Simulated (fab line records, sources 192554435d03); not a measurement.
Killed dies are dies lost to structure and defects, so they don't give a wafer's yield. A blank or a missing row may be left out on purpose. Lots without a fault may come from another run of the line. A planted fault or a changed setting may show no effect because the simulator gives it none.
Chamber matching | flow n5_finfet | N5_BEOL_M1_VIA_ETCH_34 on rie_diel-04: 4 sister chambers
The step etches the open film in C4F6/O2, target depth 67.8 nm, time 64.4 s. 22 wafers are shown with their chamber, then 11 later ones without.

WAFERS WITH THEIR CHAMBER
wafer  | chamber | drypump_motor_current_A (A) | throttle_valve_pct (%) | rf_vpp_V (V)
L077.1 | 2       | 5.6                         | 30.40                  | 678
L077.2 | 3       | 5.7                         | 30.77                  | 659
L077.3 | 1       | 5.8                         | 30.86                  | 666
L078.2 | 3       | 5.7                         | 30.76                  | 661
L078.3 | 1       | 5.8                         | 30.85                  | 669
L078.6 | 0       | 5.1                         | 30.74                  | 647
L079.1 | 1       | 5.8                         | 30.87                  | 668
L079.2 | 3       | 5.7                         | 30.78                  | 660
L079.3 | 2       | 5.5                         | 30.40                  | 679
L079.4 | 0       | 5.1                         | 30.75                  | 648
L079.5 | 2       | 5.5                         | 30.40                  | 678
L079.6 | 3       | 5.7                         | 30.77                  | 662
L084.2 | 3       | 5.7                         | 30.64                  | 672
L084.3 | 0       | 5.1                         | 30.77                  | 647
L084.6 | 2       | 5.6                         | 30.42                  | 679
L086.1 | 3       | 5.7                         | 30.64                  | 671
L086.2 | 1       | 5.9                         | 30.86                  | 668
L086.3 | 2       | 5.6                         | 30.40                  | 679
L086.4 | 3       | 5.8                         | 30.64                  | 674
L086.5 | 2       | 5.6                         | 30.41                  | 680
L086.6 | 1       | 5.9                         | 30.89                  | 669
L087.3 | 3       | 5.7                         | 30.65                  | 671

SIGNATURES (means of the wafers above)
reading                 | chamber 0 | chamber 1 | chamber 2 | chamber 3 | scatter within a chamber
drypump_motor_current_A | 5.100     | 5.840     | 5.567     | 5.713     | 0.0435
throttle_valve_pct      | 30.7533   | 30.8660   | 30.4050   | 30.7063   | 0.0438
rf_vpp_V                | 647.33    | 668.00    | 678.83    | 666.25    | 3.98
Rule: a wafer's distance from a chamber is the root of the sum, over the readings, of the square of ((its reading less the chamber's mean) divided by the reading's scatter). The wafer belongs to the nearest chamber; if the next one is less than 2 further off, it can't be placed. The scatter: the root of (the sum of the squares of (reading less its chamber's mean) over the shown wafers, divided by (wafers less chambers)).

WAFERS WITHOUT THEIR CHAMBER
wafer  | drypump_motor_current_A (A) | throttle_valve_pct (%) | rf_vpp_V (V)
L087.4 | 5.6                         | 30.41                  | 678
L087.5 | 5.1                         | 30.76                  | 647
L090.3 | 5.7                         | 30.68                  | 671
L090.4 | 5.1                         | 30.76                  | 648
L090.5 | 5.8                         | 30.89                  | 667
L095.1 | 5.8                         | 30.90                  | 667
L095.3 | 5.1                         | 30.79                  | 647
L095.6 | 5.1                         | 30.80                  | 648
L096.2 | 5.7                         | 30.68                  | 672
L096.5 | 5.1                         | 30.80                  | 646
L096.6 | 5.8                         | 30.89                  | 667

WHICH CHAMBER EACH WENT THROUGH
wafer  | from the rows above | in truth
L087.4 | 2                   | 2
L087.5 | 0                   | 0
L090.3 | 3                   | 3
L090.4 | 0                   | 0
L090.5 | 1                   | 1
L095.1 | 1                   | 1
L095.3 | 0                   | 0
L095.6 | 0                   | 0
L096.2 | 3                   | 3
L096.5 | 0                   | 0
L096.6 | 1                   | 1
Placed correctly: 11 of 11. Can't be placed from these rows: 0. Placed wrongly: 0.
